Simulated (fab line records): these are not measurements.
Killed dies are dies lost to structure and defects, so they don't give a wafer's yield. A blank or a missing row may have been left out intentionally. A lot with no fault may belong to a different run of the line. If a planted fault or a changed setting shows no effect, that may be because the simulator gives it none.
Lot-split experiment | flow n5-finfet | 7 lots, 39 wafers read, on a route of 1938 steps

THE SPLIT
At N5_DUMMY_GATE_ETCH_31 (etches SiO2 in C4F6/O2, target depth 82.5 nm, time 27.5 s), the setting target-depth-a was moved away from the recipe's 825 angstrom on 12 of the 39 wafers read, by -12.2% to +8.7%. The other wafers ran this setting at the recipe's value.

The reading comes from the split's own step.

THE READING
SOC_of_DUMMY_GATE_COAT_34.thk-nm (the simulator's own value, which no gauge read), in nm, at N5_DUMMY_GATE_ETCH_31 (etches SiO2 in C4F6/O2, target depth 82.5 nm, time 27.5 s). No usual value for it is given in the file. Across the 27 wafers here that went through the recipe, the average is 51.8 nm and the standard deviation 0.17 nm.

wafer  | tool, chamber at the split | target-depth-a as run, angstrom | against the recipe | SOC_of_DUMMY_GATE_COAT_34.thk-nm, nm | against lot-mates on the recipe
L080.1 | rie-diel-06, 3             | 825                             | recipe             | 51.6                                 | -
L080.2 | rie-diel-06, 2             | 825                             | recipe             | 51.8                                 | -
L080.3 | rie-diel-06, 0             | 825                             | recipe             | 51.4                                 | -
L080.4 | rie-diel-06, 2             | 825                             | recipe             | 51.8                                 | -
L080.5 | rie-diel-06, 0             | 825                             | recipe             | 51.6                                 | -
L080.6 | rie-diel-06, 3             | 825                             | recipe             | 51.6                                 | -
L082.1 | rie-diel-03, 0             | 896.8                           | +8.7%              | 51.4                                 | -0.5
L082.2 | rie-diel-03, 2             | 825                             | recipe             | 51.8                                 | -
L082.3 | rie-diel-03, 3             | 896.8                           | +8.7%              | 51.4                                 | -0.5
L082.4 | rie-diel-03, 1             | 825                             | recipe             | 52                                   | -
L082.5 | rie-diel-03, 3             | 896.8                           | +8.7%              | 51.4                                 | -0.5
L082.6 | rie-diel-03, 2             | 825                             | recipe             | 51.8                                 | -
L084.1 | rie-diel-01, 0             | 825                             | recipe             | 51.6                                 | -
L084.2 | rie-diel-01, 2             | 825                             | recipe             | 51.8                                 | -
L084.5 | rie-diel-01, 2             | 825                             | recipe             | 51.8                                 | -
L093.1 | rie-diel-01, 1             | 825                             | recipe             | 51.8                                 | -
L093.2 | rie-diel-01, 0             | 724.3                           | -12.2%             | 52.8                                 | +1.1
L093.3 | rie-diel-01, 3             | 825                             | recipe             | 51.6                                 | -
L093.4 | rie-diel-01, 2             | 825                             | recipe             | 51.8                                 | -
L093.5 | rie-diel-01, 1             | 724.3                           | -12.2%             | 52.6                                 | +0.9
L093.6 | rie-diel-01, 0             | 724.3                           | -12.2%             | 52.8                                 | +1.1
L094.1 | rie-diel-01, 1             | 732.4                           | -11.2%             | 52.8                                 | +0.9
L094.2 | rie-diel-01, 0             | 825                             | recipe             | 51.6                                 | -
L094.3 | rie-diel-01, 2             | 825                             | recipe             | 52                                   | -
L094.4 | rie-diel-01, 3             | 732.4                           | -11.2%             | 52.8                                 | +0.9
L094.5 | rie-diel-01, 2             | 825                             | recipe             | 52                                   | -
L094.6 | rie-diel-01, 3             | 732.4                           | -11.2%             | 52.8                                 | +0.9
L095.1 | rie-diel-03, 2             | 825                             | recipe             | 51.8                                 | -
L095.2 | rie-diel-03, 0             | 825                             | recipe             | 51.8                                 | -
L095.3 | rie-diel-03, 1             | 825                             | recipe             | 52                                   | -
L095.4 | rie-diel-03, 3             | 825                             | recipe             | 52                                   | -
L095.5 | rie-diel-03, 0             | 825                             | recipe             | 52                                   | -
L095.6 | rie-diel-03, 3             | 825                             | recipe             | 52                                   | -
L096.1 | rie-diel-03, 3             | 825                             | recipe             | 52                                   | -
L096.2 | rie-diel-03, 0             | 795.6                           | -3.6%              | 52.2                                 | +0.2
L096.3 | rie-diel-03, 2             | 825                             | recipe             | 52                                   | -
L096.4 | rie-diel-03, 2             | 825                             | recipe             | 52                                   | -
L096.5 | rie-diel-03, 3             | 795.6                           | -3.6%              | 52.4                                 | +0.4
L096.6 | rie-diel-03, 0             | 795.6                           | -3.6%              | 52.2                                 | +0.2

THE FIT
A straight line over all 39 wafers: SOC_of_DUMMY_GATE_COAT_34.thk-nm changes by -0.0733 nm for each +1% of target-depth-a; r = -0.91; the points scatter about the line by 0.17 nm.
The same after taking each lot's own level away (the mean of its wafers on the recipe; 39 wafers): -0.0748 nm for each +1%; r = -0.96; scatter 0.12 nm.
That fit puts the effect of the largest move of target-depth-a on the reading at 0.91 nm.
Measured against the standard deviation above, the lots' own levels, which go from 51.63 to 52.00 nm, span 2.1 times it.
Hence the lot-to-lot level has little effect on the slope; both slopes agree.
Check: with one of the wafers moved furthest among these (-12.2%) left out of the fit, the line predicts +0.92 nm for it against its lot-mates. It came out at +1.07 nm against them.

THE WHOLE CHAIN: every reading that the file lists as answering this split, in the file's order
step                  | what it does                                              | reading                                                                           | change (the file's fit)                | r (the file's)
N5_DUMMY_GATE_ETCH_31 | etches SiO2 in C4F6/O2, target depth 82.5 nm, time 27.5 s | etch.depth-nm (the simulator's own value, which no gauge read)                    | +0.754 nm for each +1% of the setting  | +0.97
N5_DUMMY_GATE_ETCH_31 | etches SiO2 in C4F6/O2, target depth 82.5 nm, time 27.5 s | SOC_of_DUMMY_GATE_COAT_34.thk-nm (the simulator's own value, which no gauge read) | -0.0762 nm for each +1% of the setting | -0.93

FILE'S OWN FIT
SOC_of_DUMMY_GATE_COAT_34.thk-nm changes by -0.0762 nm for each +1% of target-depth-a, r = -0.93.
